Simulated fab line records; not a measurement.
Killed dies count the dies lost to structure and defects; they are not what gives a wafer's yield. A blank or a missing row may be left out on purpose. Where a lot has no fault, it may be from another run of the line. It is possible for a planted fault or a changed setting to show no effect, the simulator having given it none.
Comparing a struck lot with a sound one | flow n5_finfet | 37 steps out of a route of 1938
Sound: these wafers, L158.3, L158.4, L158.5. Struck: wafers L147.1, L147.3, L147.4. Last of all comes the cause.
Each step with rows lists, per side, the tool, then ch with its chambers, then its first start. Under that, the readings that differ: sound wafers | struck wafers | difference of the means | sigmas: that difference in standard deviations of wafers without a fault.
alike: readings with means less than 2 such deviations apart, plus words and numbers identical on both sides. not compared: withheld readings, readings lacking a value on some wafer, bounds such as >300 that could conceal the same value, and numbers that have no deviation in the record and whose values overlap.
The two part at a step that has a row with sigmas, a row that says differs or no value, or rows on one side only. When numbers do not overlap yet have no deviation, they are printed without sigmas and do not part them. A reading missing from all wafers of one side parts the sides only when that side holds two or more wafers.

first, 9 steps without rows for these wafers: N5_BEOL_M4_ANNEAL_95 (time 240 s); N5_BEOL_M4_SPUTTER_96 (material Cu, target thk 4.5 nm, time 8.29 s); N5_BEOL_M4_ECD_50 (material Cu, target thk 300 nm); N5_BEOL_M4_ANNEAL_51 (time 90 s); N5_BEOL_M4_CMP_52 (polishes, stops on SiOC, t overpolish 6.8 s, target thk 40 nm); N5_BEOL_M4_PRE_CLEAN_60 (time 15 s); N5_BEOL_M4_CO_CAP_55 (material Co, precursor CCTBA/H2, target thk 2 nm, time 102.1 s); N5_BEOL_M4_PRE_CLEAN_56 (time 15 s); N5_BEOL_M4_DEP_57 (deposits SiCN from 3MS/NH3, target thk 8 nm, time 14 s).
N5_BEOL_M4_RC_MEAS_101:
  sound on prober-02 ch 0, day 13 18:40; struck on prober-01 ch 0, day 11 07:17
  alike: DIBL_N, DIBL_P, IOFF_N, IOFF_P, ION_N, ION_P, SS_N, SS_P, VT_N, VT_P
then, 24 steps without rows for these wafers: N5_BEOL_M5_ILD_DEP_00 (deposits SiCOH lowk from DEMS/porogen, target thk 140.64 nm, time 25.9 s); N5_BEOL_M5_CURE_79 (cures SiCOH lowk, time 240 s); N5_BEOL_M5_PECVD_70 (deposits SiO2 from TEOS/O2, target thk 16 nm, time 18 s); N5_BEOL_M5_HM_DEP_02 (deposits TiN, target thk 20 nm); N5_BEOL_M5_COAT_59 (time 60 s, resist thk 60 nm); N5_BEOL_M5_COAT_60 (time 60 s, resist thk 12 nm); N5_BEOL_M5_COAT_71 (time 60 s, resist thk 5 nm); N5_BEOL_M5_COAT_05 (resist thk 30 nm); N5_BEOL_M5_EBR_07; N5_BEOL_M5_SOFTBAKE_06 (time 60 s); N5_BEOL_M5_EXPOSE_08 (exposes mask M5, target cd 28 nm); N5_BEOL_M5_PEB_09 (peb time 60 s); N5_BEOL_M5_DEVELOP_10 (develop time 30 s); N5_BEOL_M5_DESCUM_16 (chemistry O2, time 7 s); N5_BEOL_M5_ETCH_72 (etches underlayer in N2/H2, target depth 6.5 nm, time 5.2 s); N5_BEOL_M5_ETCH_61 (etches SiARC in CF4, target depth 15.6 nm, time 26 s); N5_BEOL_M5_ETCH_62 (etches SOC in N2/H2, target depth 75 nm, overetch 15 nm, time 112.5 s); N5_BEOL_M5_STRIP_63 (strips in N2/H2); N5_BEOL_M5_STRIP_73 (strips in N2/H2); N5_BEOL_M5_STRIP_64 (strips in CF4); N5_BEOL_M5_HM_OPEN_17 (chemistry Cl2/BCl3, target TiN, target depth 20 nm, overetch 6 nm); N5_BEOL_M5_STRIP_19 (strips in O2); N5_BEOL_M5_COAT_65 (time 60 s, resist thk 60 nm); N5_BEOL_M5_COAT_66 (time 60 s, resist thk 12 nm).
-- record jumps: 3 days separate the struck wafers' starts on either side; left off in module BEOL_M5, taken up again in module BEOL_M11, whose first shown step is the route's number 1573 --
N5_BEOL_M11_ETCH_66: etches SOC in N2/H2, target depth 120 nm, overetch 24 nm, time 180 s.
  sound on rie_diel-02 ch 2,3, day 16 01:10; struck on rie_diel-05 ch 0,2,3, day 13 20:14
  no value came back on the struck wafers for any of 8 readings (bias_w (W), chamber_pressure_mTorr (mTorr) and others); on the sound wafers bias_w (W) reads 150.4 150.2 149.5
  reading                                       | sound      | struck       | difference | sigmas
  model.CAR-ArF_of_BEOL_M11_COAT_22.thk_nm (nm) | 0 0 0      | 55.2 55 55.4 | +55.2      |
  model.SiARC_of_BEOL_M11_COAT_64.thk_nm (nm)   | 23 22.8 23 | 30.2 30.2 30 | +7.2       |
  not compared: rf_hours_counter_h
N5_BEOL_M11_VIA_ETCH_34: etches SiCOH lowk in C4F6/O2, target depth 184.5 nm, time 69.2 s.
  sound on rie_diel-02 ch 2,3, day 16 01:17; struck on rie_diel-05 ch 0,2,3, day 13 20:22
  reading               | sound          | struck         | difference | sigmas
  oes_product_au (a.u.) | 0.67 0.71 0.67 | 0.29 0.28 0.36 | -0.37      | -5
  alike: C4F6_flow_sccm, O2_flow_sccm, drypump_motor_current_A, rf_fwd_power_W, rf_vpp_V, showerhead_plenum_p_Torr, throttle_valve_pct
  not compared: rf_hours_counter_h
-- the record jumps here: 2 days lie between the struck wafers' starts before and after (it left off in module BEOL_M11 and takes up again in module PASSIVATION, whose first step shown is number 1936 of the route) --
N5_PASSIVATION_PROBE_49:
  struck on prober-02, day 15 22:21; sound on prober-02, day 17 19:52
  reading                  | sound          | struck         | difference | sigmas
  defect_limited_yield (%) | 91.2 90.8 92.2 | 0 0 0          | -91        | -57
  killed_at_M4_up          | 3 9 12         | 1084 1104 1085 | +1083      | +99 or more
  killed_dies              | 104 108 92     | 1180 1180 1180 | +1079      | +60
  killed_on_rim            | 10 14 9        | 152 152 152    | +141       | +34
  sort_bin_5_function (%)  | 5.4 5.6 4.9    | 95.4 97.2 97.2 | +91.3      | +95
  sort_n_pass              | 1076 1072 1088 | 0 0 0          | -1079      | -54
  sort_yield_pct (%)       | 91.2 90.8 92.2 | 0 0 0          | -91        | -54
  alike: killed_at_M0_to_M3, killed_at_contacts, killed_at_front_end, killed_at_other, killed_open, killed_short, sort_bin_6_memory

WHERE THEY PART
Earliest at N5_BEOL_M11_ETCH_66; latest, in this record, at N5_PASSIVATION_PROBE_49.

WHY: whatever the simulator had introduced
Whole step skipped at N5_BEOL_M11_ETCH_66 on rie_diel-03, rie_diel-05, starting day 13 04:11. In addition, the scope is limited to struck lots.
